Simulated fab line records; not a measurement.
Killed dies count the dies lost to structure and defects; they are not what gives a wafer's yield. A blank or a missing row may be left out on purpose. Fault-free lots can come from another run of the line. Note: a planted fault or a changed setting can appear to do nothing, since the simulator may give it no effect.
What tool caused it? || flow n5_finfet || Sampling: 12 lots, 36 wafers, 2 of 1938 route steps

WHAT THE GAUGES READ, wafer by wafer
N5_BEOL_M14_INSPECT_55: inspects for defects (darkfield).
{"lot": "L076", "measured": "day 13 13:48", "on": "defect_inspect-02", "raw_defect_count": "76 62 65"}
{"lot": "L075", "measured": "day 14 08:16", "on": "defect_inspect-01", "raw_defect_count": "58 83 58"}
{"lot": "L079", "measured": "day 14 20:19", "on": "defect_inspect-02", "raw_defect_count": "62 87 68"}
{"lot": "L081", "measured": "day 15 13:38", "on": "defect_inspect-02", "raw_defect_count": "104 81 77"}
{"lot": "L082", "measured": "day 15 22:58", "on": "defect_inspect-02", "raw_defect_count": "126 55 52"}
{"lot": "L087", "measured": "day 16 11:17", "on": "defect_inspect-01", "raw_defect_count": "58 54 35"}
{"lot": "L086", "measured": "day 17 08:40", "on": "defect_inspect-01", "raw_defect_count": "85 55 54"}
{"lot": "L089", "measured": "day 17 20:42", "on": "defect_inspect-01", "raw_defect_count": "108 80 115"}
{"lot": "L092", "measured": "day 18 07:07", "on": "defect_inspect-01", "raw_defect_count": "62 48 52"}
{"lot": "L093", "measured": "day 18 17:36", "on": "defect_inspect-02", "raw_defect_count": "91 93 50"}
{"lot": "L094", "measured": "day 19 04:10", "on": "defect_inspect-02", "raw_defect_count": "52 68 40"}
{"lot": "L097", "measured": "day 19 10:01", "on": "defect_inspect-02", "raw_defect_count": "108 107 67"}

EACH LOT AND THE TOOL THAT RAN IT (in order: tool; ch and the chambers of the sampled wafers; start)
{"lot": "L076", "N5_BEOL_M14_STRIP_64": "rie_diel-04 ch 0,1,3, day 13 13:48 or earlier"}
{"lot": "L075", "N5_BEOL_M14_STRIP_64": "rie_diel-01 ch 0,2,3, day 14 08:16 or earlier"}
{"lot": "L079", "N5_BEOL_M14_STRIP_64": "rie_diel-01 ch 0,1,3, day 14 20:19 or earlier"}
{"lot": "L081", "N5_BEOL_M14_STRIP_64": "rie_diel-01 ch 2,3, day 15 13:38 or earlier"}
{"lot": "L082", "N5_BEOL_M14_STRIP_64": "rie_diel-01 ch 2,3, day 15 22:58 or earlier"}
{"lot": "L087", "N5_BEOL_M14_STRIP_64": "rie_diel-01 ch 0,1,2, day 16 11:17 or earlier"}
{"lot": "L086", "N5_BEOL_M14_STRIP_64": "rie_diel-04 ch 2,3, day 17 08:40 or earlier"}
{"lot": "L089", "N5_BEOL_M14_STRIP_64": "rie_diel-03 ch 2,3, day 17 20:42 or earlier"}
{"lot": "L092", "N5_BEOL_M14_STRIP_64": "rie_diel-01 ch 0,2,3, day 18 07:07 or earlier"}
{"lot": "L093", "N5_BEOL_M14_STRIP_64": "rie_diel-04 ch 0,1, day 18 17:36 or earlier"}
{"lot": "L094", "N5_BEOL_M14_STRIP_64": "rie_diel-03 ch 0,2, day 19 04:10 or earlier"}
{"lot": "L097", "N5_BEOL_M14_STRIP_64": "rie_diel-03 ch 2,3, day 19 10:01 or earlier"}
- N5_BEOL_M14_STRIP_64: strips in O2.

THE ANSWER, worked out from the rows above alone
Rule: usual is defined by the lots themselves. The widest of any qualifying gaps counts: lots, ordered by their means at a reading, are off when they make up no more than a third of the lots, leave a main group of 4 or more, and stand apart from it by 3 or more times the standard deviation of that group's means. Not used: any main group whose means are identical at the precision the tables above print for the reading. Also off: a lot with no number at a reading for which 4 or more lots have one. Any other lot the step has rows for is counted as sound.
Nothing can be told from this: no lot is off at any reading shown.

WHAT THE SIMULATOR HAD PUT IN
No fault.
